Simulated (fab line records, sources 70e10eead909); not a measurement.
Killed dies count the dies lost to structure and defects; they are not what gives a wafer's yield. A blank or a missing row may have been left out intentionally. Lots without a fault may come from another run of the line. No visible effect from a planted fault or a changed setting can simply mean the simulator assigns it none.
Struck lot and sound lot, side by side -- flow nand harc -- 41 steps out of a route of 1302
Sound: these wafers, L788.2, L788.4, L788.6. Struck: wafer L799.3. (L799.5 of the same lot was not struck and is left out.) The cause comes at the end.
At each step with rows: each side's tool, then ch and its chambers, then its first start. Under that, the readings that differ: sound wafers -- struck wafers -- difference of the means -- sigmas: that difference in standard deviations of wafers without a fault.
alike: words and numbers the same on both sides, and readings whose means are apart by under 2 such deviations; not compared: readings that were withheld, readings missing a value for some wafer, numbers with overlapping values and no deviation given by the record, and bounds like >300 which may hide the same value.
A row with sigmas, a row that says differs or no value, or rows on one side alone: a step with any of these is where the two part. When numbers do not overlap yet have no deviation, they are printed without sigmas and do not part them. A reading missing from all wafers of one side parts the sides only when that side holds two or more wafers.

first, 7 steps without rows for these wafers: NHARC_A_M1_COAT_34 (time 65 s); NHARC_A_M1_COAT_03 (resist thk 90 nm); NHARC_A_M1_SOFTBAKE_04 (time 55 s); NHARC_A_M1_EBR_05; NHARC_A_M1_EXPOSE_06 (exposes mask A M1, target cd 120 nm); NHARC_A_M1_PEB_07 (peb time 65 s); NHARC_A_M1_DEVELOP_08 (develop time 35 s).
NHARC_A_M1_CD_MEAS_09 targets a cd of 120 nm.
  sound on cd sem-03 ch 0, day 24 04:29; struck on cd sem-01 ch 0, day 29 01:56
  alike: cd nm
NHARC_A_M1_OVL_MEAS_10: pitch 240 nm.
  sound: overlay-01 at day 24 04:35; struck: overlay-02 at day 29 02:01
reading,sound,struck,difference,sigmas
overlay x nm (nm),-0.7 -1.1 -1.2,0.6,+1.6,+2
  alike: overlay y nm
NHARC_A_M1_INSPECT_11:
  sound: defect inspect-01 at day 24 04:37; struck: defect inspect-01 at day 29 02:04
  alike: raw defect count
then, 2 steps without rows for these wafers: NHARC_A_M1_DESCUM_14 (chemistry O2, time 3 s); NHARC_A_M1_ETCH_35 (etches the open film in N2/H2, target depth 40 nm, overetch 12 nm, time 43.94 s).
NHARC_A_M1_ETCH_15: etches the open film in C4F8/Ar, target depth 182.5 nm, time 91.2 s.
  sound on rie diel-07 ch 0,2, day 24 04:51; struck on rie diel-04 ch 1, day 29 02:19
  alike: oes product au, rf vpp V
  not compared: rf hours counter h
NHARC_A_M1_CD_MEAS_16:
  sound: cd sem-02 at day 24 04:59; struck: cd sem-03 at day 29 02:26
  alike: cd nm
NHARC_A_M1_STRIP_18: strips in N2/H2.
  sound on rie diel-02 ch 0,2, day 24 05:03; struck on rie diel-02 ch 1, day 29 02:30
  alike: drypump motor current A, h2 flow sccm, oes product au, rf vpp V, showerhead plenum p Torr, throttle valve pct
  not compared: rf hours counter h
then, 8 steps without rows for these wafers: NHARC_A_M1_ETCH_28 (etches the open film in CF4/N2, target depth 30 nm, time 72.99 s); NHARC_A_M1_STRIP_19 (strips in post etch residue remover, time 600 s); NHARC_A_M1_DEGAS_29 (time 60 s); NHARC_A_M1_PRE_CLEAN_30 (time 30 s); NHARC_A_M1_PVD_20 (deposits TaN, target thk 5 nm, time 8.06 s); NHARC_A_M1_PVD_21 (deposits Cu, target thk 30 nm, time 20.49 s); NHARC_A_M1_ECD_22 (material Cu, target thk 400 nm); NHARC_A_M1_ANNEAL_31 (time 90 s).
NHARC_A_M1_CMP_23: polishes, t overpolish 20 s, target thk 154.34 nm.
  sound on cmp-03 ch 0,1,2, day 24 06:49; struck on cmp-04 ch 1, day 29 04:18
reading,sound,struck,difference,sigmas
time to endpoint s (s),24.2 23.4 21.3,29.2,+6.2,+2
  alike: motor current A
NHARC_A_M1_THK_MEAS_24: measures by xrf.
  sound: film metro-01 at day 24 07:05; struck: film metro-02 at day 29 04:32
  alike: thk nm
then, 2 steps without rows for these wafers: NHARC_A_M1_SRD_25; NHARC_A_M1_PRE_CLEAN_32 (time 12 s).
NHARC_A_M1_DEP_33: deposits SiCN, target thk 30 nm.
  sound on pecvd-01 ch 0,1, day 24 07:26; struck on pecvd-02 ch 2, day 29 05:00
  alike: heater power w
NHARC_A_BONDPAD_DEP_00: deposits SiCN, target thk 250 nm.
  sound on pecvd-04 ch 0,1, day 24 07:59; struck on pecvd-03 ch 1, day 29 05:38
  alike: heater power w
NHARC_A_BONDPAD_CMP_29: polishes SiCN, target thk 200 nm.
  sound on cmp-04 ch 0,1,3, day 24 08:20; struck on cmp-04 ch 2, day 29 05:59
  alike: motor current A
NHARC_A_BONDPAD_THK_MEAS_30: measures by ellipsometry.
  sound: film metro-01 at day 24 08:35; struck: film metro-01 at day 29 06:13
  alike: thk nm
then, 9 steps without rows for these wafers: NHARC_A_BONDPAD_SRD_31; NHARC_A_BONDPAD_DEHYDRATE_01 (time 120 s); NHARC_A_BONDPAD_HMDS_02 (time 30 s); NHARC_A_BONDPAD_COAT_33 (time 65 s); NHARC_A_BONDPAD_COAT_03 (resist thk 600 nm); NHARC_A_BONDPAD_SOFTBAKE_04 (time 70 s); NHARC_A_BONDPAD_EBR_05; NHARC_A_BONDPAD_EXPOSE_06 (exposes mask A BPAD); NHARC_A_BONDPAD_PEB_07 (peb time 80 s).
NHARC_END_SORT_01:
  sound on prober-02 ch 0, day 25 21:01; struck on prober-02 ch 0, day 30 19:53
reading,sound,struck,difference,sigmas
defect limited yield (%),90.7 91.3 91.4,83.8,-7.3,-3
killed at array,62 56 55,107,+49,+3
killed dies,63 59 58,110,+50,+3
sort_bin_2_pct (%),3.0 3.5 3.1,7.4,+4.2,+4
sort n pass,614 618 619,567,-50,-3
sort rim yield pct (%),91 92 91,75,-16,-4
sort yield pct (%),90.7 91.3 91.4,83.8,-7.3,-3
  alike: killed at other, killed at periphery, killed open, killed short, sort_bin_3_pct, sort_bin_4_pct

== WHERE THEY PART ==
At NHARC_A_M1_OVL_MEAS_10 first; at NHARC_END_SORT_01 last (within this record only).

WHY: what the simulator had put in
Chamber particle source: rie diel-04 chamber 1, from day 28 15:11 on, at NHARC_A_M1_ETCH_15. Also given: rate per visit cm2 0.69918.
